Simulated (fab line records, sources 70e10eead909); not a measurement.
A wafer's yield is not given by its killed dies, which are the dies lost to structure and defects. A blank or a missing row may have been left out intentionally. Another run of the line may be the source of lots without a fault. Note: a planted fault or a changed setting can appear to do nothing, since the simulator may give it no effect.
fab line records    flow nand_harc    part 2 of 2: steps 27 to 32 of 32
record: lots: 5  wafers: 15  last_day: 23
route steps=1159 shown P_M0@271 P_M1@285
lots that met no fault: taken from a fault-free run of the same line
start_h: hours from the record's opening day to when the first of the lot's shown wafers began    wait_h: hours elapsed since this lot's preceding step    " unchanged from the row above    L1.1+2: a single row standing in for several wafers    - either no value or no given start    * or withheld: withheld    < > ~ a bound
route shown NAME@n: names a module that has steps shown in the file, with the first one's number in the route    usual: mean/standard deviation of fault-free wafers    same: alike in all rows    chamber/n: place in a boat    sites: readings site by site    _std_site: standard deviation of those values    _edge_site: inner sites' mean taken away from outer sites' mean    radius_mm: how far each site lies from the wafer's centre    mask NAME#n: copy n    behind: the tool/chamber that last shaped the wafer    hold: why the lot went on hold/how many hours it stayed there/how the hold came to an end    device: the n, p or np transistor that did not switch    end of line: the tests these same wafers got at the end of their route    step lacking rows: just its recipe    killed: not the wafer's yield, but the dies lost to structure and defects at the first sort    map: a wafer's dies, marking killed ones x, the rest . and places with no die _
set.NAME: setting as actually run; set.NAME@STEP: the setting as run at that earlier step    model.NAME: the simulator's own value behind a step, which no gauge read
a table for each step, a row for each wafer; lots at some steps of the route
services: from which hour (start_h, from the record's first day; less than 0 if before it) a tool's chamber was out of use, for how many hours, and why
== steps ==
step: NHARC_P_M1_DESCUM_14
recipe: time_s: 3  o2_flow_sccm: 200  ar_flow_sccm: 0  bias_power_w: 0  chemistry: O2
usual: drypump_motor_current_A: 5.6/0.47  oes_product_au: 1.001/0.011  rf_vpp_V: 57.9/0.79  showerhead_plenum_p_Torr: 1.94/0.059  throttle_valve_pct: 11.311/0.0096
lot.wafer  tool         chamber  start_h  wait_h  drypump_motor_current_A  oes_product_au  rf_hours_counter_h  rf_vpp_V  showerhead_plenum_p_Torr  throttle_valve_pct
L080.1     rie_diel-11  0        158.31   0.1     5.8                      1.009           11                  58.1      1.88                      11.333
L080.4     "            1        "        "       6.1                      0.993           10                  58.4      1.84                      11.302
L080.3     "            2        "        "       6.2                      1.001           11                  57.8      1.92                      11.303
L081.1     rie_diel-12  1        174.54   0.1     5.7                      0.987           10                  57.4      1.97                      11.305
L081.2     "            2        "        "       5.9                      1.002           10                  58.3      1.95                      11.314
L081.6     "            3        "        "       5.0                      0.996           -                   57.1      1.97                      11.316
L083.4     rie_diel-13  0        174.91   0.1     4.7                      1.003           2                   57.8      2.04                      11.321
L083.1     "            2        "        "       5.5                      1.016           2                   58.2      1.97                      11.317
L083.5     "            3        "        "       5.8                      1.023           -                   59.0      2.00                      11.312
L090.1     rie_diel-11  1        220.14   0.1     6.1                      0.988           2                   56.0      1.84                      11.304
L090.3     "            2        "        "       6.2                      0.991           2                   57.6      1.91                      11.323
L090.5     "            2        "        "       6.2                      0.986           -                   58.5      1.91                      11.299
L091.3     rie_diel-11  2        220.60   0.1     6.2                      0.994           2                   59.5      1.91                      11.315
L091.1     "            3        "        "       5.8                      0.994           2                   58.2      1.98                      11.312
L091.5     "            2        "        "       6.2                      0.995           -                   57.4      1.91                      11.316
step: NHARC_P_M1_ETCH_35
recipe: target_depth_a: 400  overetch_a: 120  time_s: 43.94  ion_energy_ev: 200  n2_flow_sccm: 150  h2_flow_sccm: 150  ar_flow_sccm: 0  rf_w: 400  bias_w: 150  chemistry: N2/H2
usual: drypump_motor_current_A: 5.6/0.46  n2_flow_sccm: 150.0/0.45  oes_product_au: 1.000/0.012  rf_vpp_V: 431.5/1.9  showerhead_plenum_p_Torr: 2.07/0.063  throttle_valve_pct: 14.171/0.0087
lot.wafer  tool         chamber  start_h  wait_h  drypump_motor_current_A  n2_flow_sccm  oes_product_au  rf_hours_counter_h  rf_vpp_V  showerhead_plenum_p_Torr  throttle_valve_pct
L080.3     rie_diel-11  1        158.39   0.1     6.1                      149.7         0.993           10                  429.0     1.96                      14.174
L080.4     "            2        "        "       6.2                      149.2         0.998           11                  431.6     2.04                      14.167
L080.1     "            3        "        "       5.8                      149.7         0.997           11                  434.5     2.11                      14.169
L081.1     rie_diel-12  2        174.62   0.1     5.9                      150.6         0.994           10                  429.9     2.08                      14.174
L081.2     "            3        "        "       4.9                      150.4         0.996           9                   431.7     2.10                      14.164
L081.6     "            2        "        "       5.9                      149.8         0.998           -                   431.1     2.08                      14.172
L083.4     rie_diel-13  0        174.99   0.1     4.7                      150.3         1.005           2                   434.2     2.17                      14.174
L083.1     "            2        "        "       5.6                      149.4         1.014           2                   431.8     2.10                      14.161
L083.5     "            3        "        "       5.9                      149.2         1.022           -                   433.4     2.14                      14.186
L090.3     rie_diel-11  2        220.23   0.1     6.2                      149.7         0.999           2                   430.7     2.04                      14.177
L090.1     "            3        "        "       5.8                      150.2         0.998           2                   434.5     2.11                      14.173
L090.5     "            3        "        "       5.8                      150.2         0.996           -                   433.0     2.11                      14.176
L091.1     rie_diel-11  0        220.69   0.1     5.9                      149.3         1.013           2                   429.3     2.00                      14.180
L091.3     "            1        "        "       6.2                      150.5         0.997           2                   426.8     1.96                      14.167
L091.5     "            0        "        "       5.8                      149.4         1.003           -                   430.4     2.00                      14.155
step: NHARC_P_M1_ETCH_15
recipe: target_depth_a: 1825  time_s: 91.2  c4f8_flow_sccm: withheld  ar_flow_sccm: 400  rf_w: 600  bias_w: 300  chemistry: C4F8/Ar
usual: oes_product_au: 0.956/0.022  rf_vpp_V: 442.0/1.9
lot.wafer  tool         chamber  start_h  wait_h  oes_product_au  rf_hours_counter_h  rf_vpp_V
L080.4     rie_diel-11  3        -        -       0.934           11                  444.4
L080.3     "            1        "        "       0.931           10                  439.3
L080.1     "            2        "        "       0.925           11                  441.4
L081.2     rie_diel-12  1        -        -       0.921           10                  442.7
L081.1     "            3        "        "       0.920           9                   441.6
L081.6     "            0        "        "       0.917           -                   438.1
L083.1     rie_diel-13  3        -        -       0.976           2                   443.3
L083.4     "            0        "        "       0.957           2                   444.4
L083.5     "            3        "        "       0.989           -                   441.2
L090.1     rie_diel-11  2        -        -       0.961           2                   440.1
L090.3     "            0        "        "       0.993           2                   439.2
L090.5     "            2        "        "       0.955           -                   441.3
L091.1     rie_diel-11  2        -        -       0.959           2                   440.9
L091.3     "            0        "        "       0.998           2                   439.9
L091.5     "            2        "        "       0.963           -                   440.8
step: NHARC_P_M1_CD_MEAS_16
usual: cd_nm: 130.3/0.99
lot.wafer  tool       chamber  start_h  wait_h  cd_nm
L080.1     cd_sem-02  -        158.62   -       130.1
L080.3     "          -        "        "       129.3
L080.4     "          -        "        "       128.7
L081.1     cd_sem-03  -        174.83   -       130.2
L081.2     "          -        "        "       129.7
L081.6     "          -        "        "       131.0
L083.1     cd_sem-03  -        175.20   -       130.8
L083.4     "          -        "        "       130.8
L083.5     "          -        "        "       130.8
L090.1     cd_sem-01  -        220.45   -       129.4
L090.3     "          -        "        "       129.8
L090.5     "          -        "        "       130.3
L091.1     cd_sem-01  -        220.91   -       129.1
L091.3     "          -        "        "       130.7
L091.5     "          -        "        "       130.1
step: NHARC_P_M1_STRIP_18
recipe: power_w: 1000  n2_flow_sccm: 150  h2_flow_sccm: 150  ar_flow_sccm: 0  bias_w: 0  chemistry: N2/H2
usual: drypump_motor_current_A: 5.6/0.46  n2_flow_sccm: 149.9/0.42  oes_product_au: 0.999/0.01  rf_vpp_V: 90.8/0.92  showerhead_plenum_p_Torr: 2.07/0.061  throttle_valve_pct: 14.172/0.0095
lot.wafer  tool         chamber  start_h  wait_h  drypump_motor_current_A  n2_flow_sccm  oes_product_au  rf_hours_counter_h  rf_vpp_V  showerhead_plenum_p_Torr  throttle_valve_pct
L080.3     rie_diel-13  3        158.72   0.1     5.9                      150.0         1.023           1                   92.6      2.14                      14.189
L080.1     "            0        "        "       4.7                      149.8         0.996           1                   91.4      2.17                      14.186
L080.4     "            1        "        "       5.5                      150.7         1.015           1                   90.8      2.14                      14.169
L081.1     rie_diel-11  2        174.91   0.1     6.2                      149.6         0.987           12                  89.9      2.04                      14.162
L081.2     "            3        "        "       5.8                      150.2         0.983           12                  92.5      2.11                      14.161
L081.6     "            3        "        "       5.8                      150.0         0.991           -                   90.7      2.11                      14.170
L083.4     rie_diel-12  0        175.30   0.1     5.0                      150.8         1.006           10                  90.0      1.99                      14.169
L083.1     "            2        "        "       5.9                      149.1         1.007           10                  90.5      2.08                      14.178
L083.5     "            0        "        "       5.0                      150.1         0.996           -                   89.6      1.99                      14.162
L090.3     rie_diel-12  1        220.53   0.1     5.7                      149.9         0.994           0                   91.9      2.11                      14.162
L090.1     "            0        "        "       5.0                      150.6         1.010           0                   90.4      1.99                      14.152
L090.5     "            1        "        "       5.7                      150.3         0.998           -                   90.6      2.11                      14.172
L091.1     rie_diel-12  3        221.01   0.1     4.9                      150.1         0.995           0                   89.4      2.10                      14.165
L091.3     "            0        "        "       5.0                      150.1         0.994           0                   92.2      1.99                      14.165
L091.5     "            3        "        "       5.0                      149.9         0.998           -                   90.5      2.10                      14.183
step: NHARC_P_M1_ETCH_28
recipe: target_depth_a: 300  over_etch_frac: 0.3  time_s: 72.99  ion_energy_ev: 150  cf4_flow_sccm: 50  n2_flow_sccm: 100  ar_flow_sccm: 150  rf_w: 300  bias_w: 100  chemistry: CF4/N2
usual: drypump_motor_current_A: 5.6/0.46  n2_flow_sccm: 100.0/0.31  oes_product_au: 1.000/0.011  rf_vpp_V: 314.9/1.5  showerhead_plenum_p_Torr: 2.67/0.07  throttle_valve_pct: 19.794/0.0091
lot.wafer  tool         chamber  start_h  wait_h  drypump_motor_current_A  n2_flow_sccm  oes_product_au  rf_hours_counter_h  rf_vpp_V  showerhead_plenum_p_Torr  throttle_valve_pct
L080.1     rie_diel-13  2        -        -       5.6                      100.6         1.007           1                   314.8     2.69                      19.785
L080.3     "            3        "        "       5.9                      99.8          1.020           1                   315.1     2.74                      19.794
L080.4     "            1        "        "       5.4                      100.1         1.017           1                   316.6     2.74                      19.804
L081.1     rie_diel-11  3        -        -       5.8                      99.8          0.994           12                  316.5     2.71                      19.783
L081.2     "            1        "        "       6.1                      100.0         1.011           11                  311.7     2.54                      19.775
L081.6     "            1        "        "       6.1                      100.3         1.011           -                   312.0     2.54                      19.793
L083.4     rie_diel-12  1        -        -       5.7                      100.4         1.000           10                  316.6     2.70                      19.786
L083.1     "            2        "        "       5.9                      100.0         1.004           10                  314.7     2.67                      19.810
L083.5     "            0        "        "       5.0                      100.4         0.994           -                   312.5     2.56                      19.791
L090.3     rie_diel-12  2        -        -       5.9                      100.5         0.998           0                   317.3     2.67                      19.818
L090.1     "            3        "        "       4.9                      100.5         0.996           0                   315.6     2.70                      19.777
L090.5     "            2        "        "       5.9                      100.0         1.000           -                   315.8     2.67                      19.786
L091.3     rie_diel-12  1        -        -       5.7                      99.2          0.986           0                   315.8     2.70                      19.813
L091.1     "            3        "        "       5.0                      100.4         1.003           1                   316.0     2.70                      19.779
L091.5     "            1        "        "       5.7                      99.8          0.993           -                   316.2     2.70                      19.795
== services ==
tool             chamber  start_h  hours  kind
cmp-03           -        134.24   1.2    repair
arfi_scanner-03  -        140.00   4.0    pm
litho_track-04   -        141.00   7.0    pm
ecd_cu-02        -        143.50   1.9    repair
arfi_scanner-03  -        145.22   6.5    repair
wet_bench-10     -        148.57   2.4    repair
wet_bench-09     -        149.30   2.0    repair
cmp-04           -        151.29   1.2    repair
pecvd-02         -        153.45   13.0   pm
pvd_sputter-01   -        158.00   10.0   pm
pecvd-03         1        160.35   10.1   repair
arfi_scanner-02  -        169.14   4.1    repair
rie_diel-11      0        174.02   9.4    repair
rie_diel-13      1        178.72   22.5   repair
cmp-01           -        179.50   4.0    pm
wet_bench-02     -        180.00   8.0    pm
ecd_cu-02        -        180.52   8.0    pm
rie_diel-12      3        183.88   6.7    repair
rie_diel-11      -        189.50   9.0    pm
pecvd-04         -        195.22   13.0   pm
pecvd-03         1        199.78   1.7    repair
rie_diel-11      2        200.68   1.2    repair
rie_diel-12      -        202.68   9.0    pm
rie_diel-13      -        210.84   0.8    repair
